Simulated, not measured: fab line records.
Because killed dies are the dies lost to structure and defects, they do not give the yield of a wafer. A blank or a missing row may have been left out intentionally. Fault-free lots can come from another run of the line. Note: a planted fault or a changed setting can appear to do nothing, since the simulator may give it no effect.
Matching of chambers + flow nandHarc + rieDiel-04 running NHARC_P_CONTACT_ETCH_18: 4 sister chambers
The step etches the open film in C4F8/O2/Ar, target depth 481 nm, time 240.5 s. 8 wafers are shown with their chamber, then 8 later ones without.

== EACH WAFER AND ITS CHAMBER ==
| wafer  | chamber | rfVppV (V) | oesProductAu (a.u.) |
|--------|---------|------------|---------------------|
| L904.6 | 2       | 981        | 0.961               |
| L915.1 | 0       | 987        | 0.971               |
| L915.4 | 3       | 980        | 0.961               |
| L915.5 | 1       | 980        | 0.952               |
| L917.2 | 3       | 981        | 0.953               |
| L917.3 | 1       | 980        | 0.979               |
| L917.5 | 2       | 982        | 0.981               |
| L919.2 | 0       | 986        | 0.966               |

== WAFERS WITH NO CHAMBER GIVEN ==
| wafer  | rfVppV (V) | oesProductAu (a.u.) |
|--------|------------|---------------------|
| L919.4 | 979        | 0.938               |
| L919.5 | 982        | 0.948               |
| L920.2 | 979        | 0.961               |
| L920.3 | 986        | 0.981               |
| L920.5 | 980        | 0.974               |
| L922.3 | 980        | 0.930               |
| L922.5 | 988        | 0.925               |
| L922.6 | 980        | 0.903               |

== THE CHAMBER EACH PASSED THROUGH ==
| wafer  | from the rows above          | in truth |
|--------|------------------------------|----------|
| L919.4 | can't be placed: 1 or 3      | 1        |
| L919.5 | can't be placed: 2 or 3 or 1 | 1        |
| L920.2 | can't be placed: 1 or 3      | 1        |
| L920.3 | 0                            | 0        |
| L920.5 | can't be placed: 1 or 3 or 2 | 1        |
| L922.3 | can't be placed: 3 or 1 or 2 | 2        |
| L922.5 | 0                            | 0        |
| L922.6 | can't be placed: 3 or 1 or 2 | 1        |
Correctly placed: 2 of 8. From these rows, 6 cannot be placed; in 6 the true chamber is one of the candidates. Placed wrongly: 0.
How it was worked out, from the rows above alone: a wafer's distance from a chamber is the root of the sum, over the readings, of the square of ((its reading less the chamber's mean) divided by the reading's scatter). If the next closest chamber is less than 2 further off than the closest, the wafer can't be placed; otherwise it belongs to the closest. Each chamber's mean is taken over the wafers shown for it. How the scatter is found: for the shown wafers, subtract from each reading the mean of its chamber, square and add these, divide the total by (wafers less chambers), then take the root.
